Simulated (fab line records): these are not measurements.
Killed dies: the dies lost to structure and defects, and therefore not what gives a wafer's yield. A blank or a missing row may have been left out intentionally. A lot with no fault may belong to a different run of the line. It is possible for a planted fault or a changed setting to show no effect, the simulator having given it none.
fab line records    flow n5_finfet    part 1 of 2: steps 1 to 19 of 27
[record] lots = 5  wafers = 15  last_day = 17
route steps=1938 shown BEOL_M0_SAQP@686 BEOL_M0_CUTY@701
lots with no fault: from the same line, run without faults
start_h: the number of hours between the record's first day and the start of the first shown wafer of the lot    wait_h: hours since the lot's step before    " same as the row above    L1.1+2: several wafers, shown together as one row    - no value, or no start was given    * or withheld: withheld    < > ~ a bound
route shown NAME@n: a module of which the file shows steps, and the number in the route of the first    usual: mean/standard deviation of fault-free wafers    same: alike in all rows    chamber/n: place in a boat    sites: the reading at each site    _std_site: the standard deviation of these    _edge_site: outer sites' mean less inner sites'    radius_mm: how far each site lies from the wafer's centre    mask NAME#n: copy n    behind: tool/chamber where the wafer was last shaped    hold: reason for holding the lot/hours on hold/outcome of the hold    device: the n, p or np transistor that did not switch    end of line: at the end of the route, the tests of the same wafers    a step given without rows: its recipe and nothing more    killed: the dies lost at the first sort to structure and to defects; this is not the yield of the wafer    map: shows each die of a wafer: x if killed, . if not, _ if none is there
set.NAME: the setting that was run; set.NAME@STEP: the one run at that earlier step    model.NAME: the simulator's own value behind a step, which no gauge read
certain route steps with their lots: each step a table, each wafer a row
services: from which hour (start_h, from the record's first day; less than 0 if before it) a tool's chamber was out of use, for how many hours, and why
[[steps]]
[step N5_BEOL_M0_SAQP_EXPOSE_37]
[recipe] mask_id = M0_CUT1  na = 0.33  source_shape = annular  sigma_inner = 0.35  sigma_outer = 0.8  polarization = unpolarized  target_cd_nm = 30  dose_mj = 44.75
[usual] exposure_dose_mJ_cm2 = 44.86/0.18  stage_msd_nm = 0.84/0.052
[same] sigma_inner = 0.35
lot.wafer  tool            chamber  start_h  wait_h  mask       exposure_dose_mJ_cm2  stage_msd_nm
L074.1     euv_scanner-01  0        135.42   -       M0_CUT1#0  45.06                 0.79
L074.2     "               0        "        "       M0_CUT1#0  45.05                 0.80
L074.6     "               0        "        "       M0_CUT1#0  44.99                 0.79
L081.1     euv_scanner-02  0        157.92   -       M0_CUT1#0  44.63                 0.91
L081.3     "               0        "        "       M0_CUT1#0  44.63                 0.90
L081.4     "               0        "        "       M0_CUT1#0  44.67                 0.91
L083.1     euv_scanner-01  0        168.37   -       M0_CUT1#0  45.10                 0.80
L083.2     "               0        "        "       M0_CUT1#0  45.08                 0.80
L083.3     "               0        "        "       M0_CUT1#0  45.12                 0.80
L084.1     euv_scanner-02  0        181.62   -       M0_CUT1#0  44.57                 0.90
L084.3     "               0        "        "       M0_CUT1#0  44.52                 0.90
L084.5     "               0        "        "       M0_CUT1#0  44.62                 0.90
L097.1     euv_scanner-01  0        255.19   -       M0_CUT1#0  45.01                 0.80
L097.4     "               0        "        "       M0_CUT1#0  44.99                 0.80
L097.6     "               0        "        "       M0_CUT1#0  45.00                 0.80
[step N5_BEOL_M0_SAQP_PEB_38]
[recipe] peb_temp_c = 100  peb_time_s = 60  resist = CAR-EUV
[usual] heater_power_total_W = 154.0/1.1
lot.wafer  tool            chamber  start_h  wait_h  heater_power_total_W
L074.1     litho_track-02  0        135.49   0.1     152.6
L074.2     "               0        "        "       154.0
L074.6     "               0        "        "       152.3
L081.1     litho_track-05  0        157.99   0.1     152.6
L081.3     "               0        "        "       154.3
L081.4     "               0        "        "       152.7
L083.1     litho_track-01  0        168.43   0.1     155.5
L083.2     "               0        "        "       155.5
L083.3     "               0        "        "       153.9
L084.1     litho_track-05  0        181.68   0.1     153.8
L084.3     "               0        "        "       155.7
L084.5     "               0        "        "       153.5
L097.1     litho_track-02  0        255.25   0.1     155.3
L097.4     "               0        "        "       155.6
L097.6     "               0        "        "       155.1
[step N5_BEOL_M0_SAQP_DEVELOP_39]
[recipe] develop_time_s = 30  developer = TMAH  resist = CAR-EUV  rinse_liquid = surfactant_rinse  dry = air_spin  dev_temp_c = 23
lot.wafer   tool            chamber  start_h  wait_h
L074.1+2+6  litho_track-02  0        -        -
L081.1+3+4  litho_track-05  0        -        -
L083.1+2+3  litho_track-01  0        -        -
L084.1+3+5  litho_track-05  0        -        -
L097.1+4+6  litho_track-02  0        -        -
[step N5_BEOL_M0_SAQP_CD_MEAS_40]
[recipe] target_cd_nm = 30  landing_energy_ev = 500  detector = se_inlens
[usual] cd_nm = 30.02/0.25
[same] landing_energy_ev = 500
lot.wafer  tool       chamber  start_h  wait_h  cd_nm
L074.1     cd_sem-02  0        135.56   -       30.26
L074.2     "          0        "        "       30.14
L074.6     "          0        "        "       29.97
L081.1     cd_sem-01  0        158.06   -       30.17
L081.3     "          0        "        "       29.86
L081.4     "          0        "        "       29.76
L083.1     cd_sem-01  0        168.50   -       30.10
L083.2     "          0        "        "       30.07
L083.3     "          0        "        "       30.06
L084.1     cd_sem-03  0        181.75   -       30.03
L084.3     "          0        "        "       30.41
L084.5     "          0        "        "       29.72
L097.1     cd_sem-03  0        255.32   -       29.88
L097.4     "          0        "        "       29.63
L097.6     "          0        "        "       30.00
[step N5_BEOL_M0_SAQP_OVL_MEAS_41]
[recipe] points_per_wafer = 522
[usual] M0_CUT1_OVL = 0.0/0.78
lot.wafer  tool        chamber  start_h  wait_h  M0_CUT1_OVL[nm]
L074.1     overlay-02  0        135.59   0.0     0.8
L074.2     "           0        "        "       -0.2
L074.6     "           0        "        "       -0.5
L081.1     overlay-01  0        158.09   0.0     0.0
L081.3     "           0        "        "       -0.9
L081.4     "           0        "        "       -0.3
L083.1     overlay-01  0        168.53   0.0     -0.9
L083.2     "           0        "        "       -0.8
L083.3     "           0        "        "       -0.1
L084.1     overlay-02  0        181.78   0.0     -0.9
L084.3     "           0        "        "       -0.2
L084.5     "           0        "        "       0.3
L097.1     overlay-01  0        255.35   0.0     1.3
L097.4     "           0        "        "       0.8
L097.6     "           0        "        "       0.8
[step N5_BEOL_M0_SAQP_INSPECT_42]
[recipe] mode = adi  inspect_instrument = brightfield
[usual] raw_defect_count = 319/93
lot.wafer  tool               chamber  start_h  wait_h  raw_defect_count
L074.1     defect_inspect-02  -        135.64   0.1     374
L074.2     "                  -        "        "       386
L074.6     "                  -        "        "       310
L081.1     defect_inspect-01  -        158.15   0.1     304
L081.3     "                  -        "        "       523
L081.4     "                  -        "        "       375
L083.1     defect_inspect-02  -        168.59   0.1     266
L083.2     "                  -        "        "       241
L083.3     "                  -        "        "       399
L084.1     defect_inspect-01  -        181.84   0.1     454
L084.3     "                  -        "        "       417
L084.5     "                  -        "        "       332
L097.1     defect_inspect-01  -        255.41   0.1     294
L097.4     "                  -        "        "       219
L097.6     "                  -        "        "       303
[step N5_BEOL_M0_SAQP_DESCUM_45]
[recipe] chemistry = O2  time_s = 7  source_power_w = 50  bias_power_w = 20  pressure_mtorr = 20  rf_frequency_hz = 2.712e+07  temp_c = 40  resist = CAR-EUV  o2_flow_sccm = 225
[usual] drypump_motor_current_A = 5.7/0.41  oes_product_au = 0.80/0.087  rf_vpp_V = 243.1/1.5  showerhead_plenum_p_Torr = 2.09/0.077  throttle_valve_pct = 20.45/0.24
lot.wafer  tool         chamber  start_h  wait_h  drypump_motor_current_A  oes_product_au  rf_hours_counter_h  rf_vpp_V  showerhead_plenum_p_Torr  throttle_valve_pct
L074.1     rie_diel-04  3        135.91   0.3     6.0                      0.70            250                 242.7     2.06                      20.68
L074.2     "            2        "        "       5.5                      0.67            240                 243.0     2.18                      20.79
L074.6     "            2        "        "       5.5                      0.67            -                   243.2     2.18                      20.79
L081.1     rie_diel-04  0        158.32   0.2     6.3                      0.79            105                 241.3     1.94                      20.52
L081.3     "            1        "        "       6.2                      0.81            90                  243.9     2.09                      20.20
L081.4     "            2        "        "       5.5                      0.67            -                   243.6     2.17                      20.78
L083.1     rie_diel-02  1        168.66   0.1     5.2                      0.92            21                  242.5     2.05                      20.06
L083.2     "            0        "        "       5.0                      0.78            143                 241.1     1.93                      20.54
L083.3     "            2        "        "       5.7                      0.68            222                 242.8     2.05                      20.21
L084.1     rie_diel-04  3        181.87   0.0     6.0                      0.96            7                   242.6     2.06                      20.34
L084.3     "            0        "        "       6.4                      0.77            115                 240.7     1.94                      20.54
L084.5     "            1        "        "       6.2                      0.80            -                   242.8     2.09                      20.21
L097.1     rie_diel-03  2        255.62   0.2     5.7                      0.82            78                  244.5     2.11                      20.41
L097.4     "            1        "        "       5.8                      0.91            23                  243.5     2.13                      20.28
L097.6     "            3        "        "       6.3                      0.79            -                   246.2     2.19                      20.48
[step N5_BEOL_M0_SAQP_ETCH_88]
[recipe] chemistry = N2/H2  target = underlayer  target_depth_a = 65  time_s = 5.2  ion_energy_ev = 200  mask_material = CAR-EUV  pressure_mtorr = 30  source_w = 840  bias_w = 150  n2_flow_sccm = 200  h2_flow_sccm = 200  ends = cleared
[usual] drypump_motor_current_A = 5.7/0.41  etch_rf_on_time_s = 5.20/0.11  oes_product_au = 0.68/0.072  rf_vpp_V = 523/3  showerhead_plenum_p_Torr = 2.54/0.091  throttle_valve_pct = 17.87/0.18
lot.wafer  tool         chamber  start_h  wait_h  drypump_motor_current_A  etch_rf_on_time_s  oes_product_au  rf_hours_counter_h  rf_vpp_V  showerhead_plenum_p_Torr  throttle_valve_pct
L074.1     rie_diel-04  3        135.94   0.0     6.0                      5.21               0.61            250                 523       2.50                      18.02
L074.2     "            2        "        "       5.5                      5.44               0.55            240                 526       2.60                      17.99
L074.6     "            2        "        "       5.5                      5.53               0.56            -                   527       2.60                      18.01
L081.1     rie_diel-04  0        158.35   0.0     6.4                      5.29               0.67            105                 519       2.35                      17.86
L081.3     "            1        "        "       6.2                      5.01               0.70            90                  523       2.57                      17.77
L081.4     "            2        "        "       5.5                      5.49               0.56            -                   526       2.60                      18.03
L083.1     rie_diel-02  1        168.69   0.0     5.2                      5.05               0.77            21                  522       2.49                      17.54
L083.2     "            0        "        "       5.0                      5.24               0.66            143                 518       2.36                      18.01
L083.3     "            2        "        "       5.8                      5.24               0.59            222                 523       2.52                      17.91
L084.1     rie_diel-04  3        181.91   0.0     6.0                      5.07               0.81            7                   521       2.49                      17.62
L084.3     "            0        "        "       6.4                      5.35               0.66            115                 521       2.34                      17.88
L084.5     "            1        "        "       6.2                      5.07               0.68            -                   521       2.57                      17.80
L097.1     rie_diel-03  2        255.65   0.0     5.7                      5.23               0.70            78                  525       2.57                      17.86
L097.4     "            1        "        "       5.8                      4.98               0.78            23                  525       2.61                      17.84
L097.6     "            3        "        "       6.3                      5.23               0.66            -                   525       2.66                      17.83
[step N5_BEOL_M0_SAQP_ETCH_73]
[recipe] chemistry = CF4  target = SiARC  target_depth_a = 195  mask_material = CAR-EUV  time_s = 32.5  ion_energy_ev = 80  pressure_mtorr = 40  source_w = 545  bias_w = 36  Ar_flow_sccm = 100  cf4_flow_sccm = 100  ends = cleared
[usual] drypump_motor_current_A = 5.7/0.41  etch_rf_on_time_s = 32.4/0.71  oes_product_au = 0.68/0.073  rf_vpp_V = 184.0/1.3  showerhead_plenum_p_Torr = 2.14/0.073  throttle_valve_pct = 15.63/0.21
lot.wafer  tool         chamber  start_h  wait_h  drypump_motor_current_A  etch_rf_on_time_s  oes_product_au  rf_hours_counter_h  rf_vpp_V  showerhead_plenum_p_Torr  throttle_valve_pct
L074.1     rie_diel-04  3        135.96   0.0     6.1                      32.4               0.60            250                 183.7     2.10                      15.86
L074.2     "            2        "        "       5.5                      33.9               0.57            240                 184.7     2.21                      15.91
L074.6     "            2        "        "       5.5                      34.0               0.57            -                   184.1     2.21                      15.92
L081.1     rie_diel-04  0        158.37   0.0     6.3                      33.6               0.66            105                 181.2     2.01                      15.75
L081.3     "            1        "        "       6.2                      31.6               0.70            90                  183.5     2.17                      15.50
L081.4     "            2        "        "       5.5                      34.2               0.56            -                   184.3     2.20                      15.91
L083.1     rie_diel-02  1        168.71   0.0     5.2                      32.0               0.77            21                  184.4     2.10                      15.17
L083.2     "            0        "        "       5.0                      32.4               0.67            143                 183.0     1.98                      15.71
L083.3     "            2        "        "       5.8                      32.6               0.59            222                 183.5     2.12                      15.60
L084.1     rie_diel-04  3        181.93   0.0     6.0                      31.4               0.83            7                   184.1     2.10                      15.40
L084.3     "            0        "        "       6.4                      33.2               0.67            115                 182.5     2.01                      15.76
L084.5     "            1        "        "       6.2                      31.4               0.69            -                   183.6     2.16                      15.54
L097.1     rie_diel-03  2        255.67   0.0     5.7                      32.9               0.70            78                  183.9     2.16                      15.60
L097.4     "            1        "        "       5.8                      31.5               0.79            23                  184.7     2.18                      15.43
L097.6     "            3        "        "       6.3                      32.8               0.67            -                   183.3     2.24                      15.72
[step N5_BEOL_M0_SAQP_CUT_ETCH_46]
[recipe] chemistry = N2/H2  target = SOC  target_depth_a = 1350  overetch_a = 270  temp_c = 40  time_s = 202.5  ion_energy_ev = 200  mask_material = SiARC  pressure_mtorr = 30  source_w = 840  bias_w = 150  n2_flow_sccm = 200  h2_flow_sccm = 200
[usual] drypump_motor_current_A = 5.7/0.41  rf_vpp_V = 523.6/2.7  showerhead_plenum_p_Torr = 2.54/0.091  throttle_valve_pct = 17.82/0.19
lot.wafer  tool         chamber  start_h  wait_h  drypump_motor_current_A  rf_hours_counter_h  rf_vpp_V  showerhead_plenum_p_Torr  throttle_valve_pct
L074.1     rie_diel-04  3        135.99   0.0     6.1                      250                 523.4     2.50                      17.95
L074.2     "            2        "        "       5.5                      240                 526.3     2.60                      17.98
L074.6     "            2        "        "       5.5                      -                   526.8     2.60                      17.98
L081.1     rie_diel-04  0        158.40   0.0     6.4                      105                 519.4     2.35                      17.85
L081.3     "            1        "        "       6.2                      90                  524.7     2.57                      17.73
L081.4     "            2        "        "       5.5                      -                   526.1     2.60                      17.99
L083.1     rie_diel-02  1        168.74   0.0     5.2                      21                  520.9     2.49                      17.51
L083.2     "            0        "        "       5.0                      144                 517.0     2.36                      17.98
L083.3     "            2        "        "       5.8                      222                 523.4     2.52                      17.83
L084.1     rie_diel-04  3        181.96   0.0     6.1                      7                   522.7     2.49                      17.57
L084.3     "            0        "        "       6.4                      115                 516.1     2.34                      17.84
L084.5     "            1        "        "       6.2                      -                   524.4     2.57                      17.77
L097.1     rie_diel-03  2        255.70   0.0     5.7                      78                  524.6     2.57                      17.81
L097.4     "            1        "        "       5.8                      23                  525.6     2.61                      17.76
L097.6     "            3        "        "       6.3                      -                   526.9     2.66                      17.80
[step N5_BEOL_M0_SAQP_STRIP_74]
[recipe] chemistry = N2/H2  temp_c = 40  n2_flow_sccm = 200  h2_flow_sccm = 200  rf_frequency_hz = 6e+07
lot.wafer   tool         chamber  start_h  wait_h
L074.1+2+6  rie_diel-04  3,2,2    136.15   0.1
L081.1+3+4  rie_diel-04  0,1,2    158.56   0.1
L083.1+2+3  rie_diel-02  1,0,2    168.90   0.1
L084.1+3+5  rie_diel-04  3,0,1    182.11   0.1
L097.1+4+6  rie_diel-03  2,1,3    255.86   0.1
[step N5_BEOL_M0_SAQP_STRIP_89]
[recipe] chemistry = N2/H2  temp_c = 40  n2_flow_sccm = 200  h2_flow_sccm = 200  rf_frequency_hz = 6e+07
lot.wafer   tool         chamber  start_h  wait_h
L074.1+2+6  rie_diel-04  3,2,2    136.16   0.0
L081.1+3+4  rie_diel-04  0,1,2    158.57   0.0
L083.1+2+3  rie_diel-02  1,0,2    168.91   0.0
L084.1+3+5  rie_diel-04  3,0,1    182.12   0.0
L097.1+4+6  rie_diel-03  2,1,3    255.87   0.0
[step N5_BEOL_M0_SAQP_ALD_48]
[recipe] material = SiO2  target_thk_a = 200  temp_c = 100  ald_precursor_family = BDEAS  ald_co_reactant = O2-plasma  pulse_time_s = 1  co_reactant_pulse_time_s = 1  purge_time_s = 2  co_reactant_purge_time_s = 2  ald_cycles = 139  pressure_torr = 2
[usual] heater_power_w = 76/7.2  precursor_pulse_height_rel = 1.000/0.019
lot.wafer  tool        chamber  start_h  wait_h  heater_power_w  precursor_pulse_height_rel
L074.1     ald_sin-01  1        137.04   0.9     76              0.960
L074.2     "           0        "        "       87              0.994
L074.6     "           3        "        "       89              0.979
L081.1     ald_sin-03  3        158.60   0.0     69              1.002
L081.3     "           2        "        "       82              0.993
L081.4     "           0        "        "       78              0.971
L083.1     ald_sin-02  3        168.94   0.0     89              1.010
L083.2     "           1        "        "       75              1.007
L083.3     "           2        "        "       64              1.034
L084.1     ald_sin-02  1        182.36   0.2     75              1.016
L084.3     "           2        "        "       66              1.013
L084.5     "           2        "        "       68              1.037
L097.1     ald_sin-01  1        255.90   0.0     74              1.012
L097.4     "           2        "        "       63              1.027
L097.6     "           2        "        "       65              0.984
[step N5_BEOL_M0_SAQP_ETCH_49]
[recipe] chemistry = CF4/O2  target_depth_a = 370  target = SiO2  pressure_mtorr = 40  source_w = 535  bias_w = 49  Ar_flow_sccm = 100  cf4_flow_sccm = 100  O2_flow_sccm = 10  ion_energy_ev = 100
[usual] drypump_motor_current_A = 5.8/0.43  oes_f_703_au = 0.79/0.089  oes_product_au = 0.79/0.091  rf_vpp_V = 240/4.7  showerhead_plenum_p_Torr = 2.18/0.077  throttle_valve_pct = 15.87/0.19
lot.wafer  tool         chamber  start_h  wait_h  drypump_motor_current_A  oes_f_703_au  oes_product_au  rf_hours_counter_h  rf_vpp_V  showerhead_plenum_p_Torr  throttle_valve_pct
L074.1     rie_diel-03  2        137.57   0.3     5.7                      0.86          0.88            41                  237       2.24                      15.78
L074.2     "            0        "        "       5.4                      0.74          0.74            170                 240       2.21                      16.29
L074.6     "            2        "        "       5.7                      0.87          0.87            -                   239       2.24                      15.77
L081.1     rie_diel-04  0        159.12   0.3     6.3                      0.78          0.79            106                 246       2.07                      15.99
L081.3     "            2        "        "       5.5                      0.66          0.67            250                 238       2.27                      16.18
L081.4     "            0        "        "       6.3                      0.78          0.79            -                   245       2.07                      15.99
L083.1     rie_diel-04  0        169.47   0.3     6.4                      0.77          0.79            111                 246       2.07                      15.99
L083.2     "            1        "        "       6.2                      0.84          0.80            95                  237       2.23                      15.76
L083.3     "            3        "        "       6.0                      0.99          0.98            3                   239       2.17                      15.62
L084.1     rie_diel-02  3        183.23   0.6     5.4                      0.72          0.73            161                 248       2.20                      15.90
L084.3     "            1        "        "       5.2                      0.88          0.91            26                  238       2.16                      15.41
L084.5     "            3        "        "       5.5                      0.72          0.73            -                   250       2.20                      15.90
L097.1     rie_diel-02  2        256.51   0.4     5.7                      0.67          0.67            248                 243       2.17                      15.89
L097.4     "            3        "        "       5.4                      0.70          0.72            184                 249       2.19                      15.94
L097.6     "            2        "        "       5.7                      0.68          0.67            -                   244       2.17                      15.89
[step N5_BEOL_M0_SAQP_STRIP_75]
[recipe] chemistry = CF4  resist = SiARC  power_w = 300  bias_power_w = 75  pressure_mtorr = 50  cf4_flow_sccm = 150  rf_frequency_hz = 6e+07
[usual] drypump_motor_current_A = 5.7/0.43  oes_product_au = 0.182/0.02  rf_vpp_V = 270.7/1.7  showerhead_plenum_p_Torr = 1.77/0.063  throttle_valve_pct = 13.60/0.21
lot.wafer  tool         chamber  start_h  wait_h  drypump_motor_current_A  oes_product_au  rf_hours_counter_h  rf_vpp_V  showerhead_plenum_p_Torr  throttle_valve_pct
L074.1     rie_diel-03  2        137.67   0.1     5.7                      0.203           41                  273.5     1.82                      13.50
L074.2     "            0        "        "       5.4                      0.166           170                 271.6     1.80                      14.00
L074.6     "            2        "        "       5.7                      0.197           -                   271.2     1.82                      13.51
L081.1     rie_diel-04  0        159.22   0.1     6.4                      0.181           106                 267.0     1.69                      13.67
L081.3     "            2        "        "       5.5                      0.158           250                 271.5     1.85                      13.96
L081.4     "            0        "        "       6.3                      0.181           -                   267.8     1.69                      13.68
L083.1     rie_diel-04  0        169.57   0.1     6.4                      0.184           111                 268.5     1.68                      13.67
L083.2     "            1        "        "       6.2                      0.191           96                  272.5     1.81                      13.50
L083.3     "            3        "        "       6.0                      0.225           3                   271.3     1.76                      13.30
L084.1     rie_diel-02  3        183.33   0.1     5.4                      0.170           161                 272.2     1.79                      13.65
L084.3     "            1        "        "       5.2                      0.206           26                  269.9     1.75                      13.12
L084.5     "            3        "        "       5.5                      0.169           -                   270.9     1.79                      13.66
L097.1     rie_diel-02  2        256.61   0.1     5.7                      0.155           248                 269.7     1.77                      13.66
L097.4     "            3        "        "       5.5                      0.169           184                 269.6     1.79                      13.69
L097.6     "            2        "        "       5.7                      0.155           -                   269.2     1.77                      13.66
[step N5_BEOL_M0_CUTY_COAT_50]
[recipe] resist = SiARC  temp_c = 220  time_s = 60  spin_rpm = 1500  resist_thk_nm = 15
[usual] heater_power_total_W = 427.4/2.1
lot.wafer  tool            chamber  start_h  wait_h  heater_power_total_W
L074.1     litho_track-05  0        137.72   0.0     429.8
L074.2     "               0        "        "       430.2
L074.6     "               0        "        "       427.3
L081.1     litho_track-05  0        159.27   0.0     430.5
L081.3     "               0        "        "       425.5
L081.4     "               0        "        "       429.4
L083.1     litho_track-05  0        169.61   0.0     426.1
L083.2     "               0        "        "       429.3
L083.3     "               0        "        "       428.4
L084.1     litho_track-04  0        183.38   0.0     426.8
L084.3     "               0        "        "       426.5
L084.5     "               0        "        "       429.9
L097.1     litho_track-03  0        256.65   0.0     428.4
L097.4     "               0        "        "       425.1
L097.6     "               0        "        "       428.6
[step N5_BEOL_M0_CUTY_COAT_51]
[recipe] resist = CAR-ArF-block  spin_rpm = 1500  resist_thk_nm = 150
lot.wafer   tool            chamber  start_h  wait_h
L074.1+2+6  litho_track-05  0        -        -
L081.1+3+4  litho_track-05  0        -        -
L083.1+2+3  litho_track-05  0        -        -
L084.1+3+5  litho_track-04  0        -        -
L097.1+4+6  litho_track-03  0        -        -
[step N5_BEOL_M0_CUTY_EBR_52]
[recipe] solvent = PGMEA  ebr_width_mm = 1.5
lot.wafer   tool            chamber  start_h  wait_h
L074.1+2+6  litho_track-05  0        -        -
L081.1+3+4  litho_track-05  0        -        -
L083.1+2+3  litho_track-05  0        -        -
L084.1+3+5  litho_track-04  0        -        -
L097.1+4+6  litho_track-03  0        -        -
[step N5_BEOL_M0_CUTY_SOFTBAKE_53]
[recipe] temp_c = 110  time_s = 60  resist = CAR-ArF-block
[usual] heater_power_total_W = 175.3/1.7
lot.wafer  tool            chamber  start_h  wait_h  heater_power_total_W
L074.1     litho_track-05  0        -        -       176.1
L074.2     "               0        "        "       177.2
L074.6     "               0        "        "       176.1
L081.1     litho_track-05  0        -        -       176.3
L081.3     "               0        "        "       173.1
L081.4     "               0        "        "       174.9
L083.1     litho_track-05  0        -        -       177.3
L083.2     "               0        "        "       174.9
L083.3     "               0        "        "       174.0
L084.1     litho_track-04  0        -        -       174.2
L084.3     "               0        "        "       176.0
L084.5     "               0        "        "       173.0
L097.1     litho_track-03  0        -        -       176.9
L097.4     "               0        "        "       173.9
L097.6     "               0        "        "       177.4
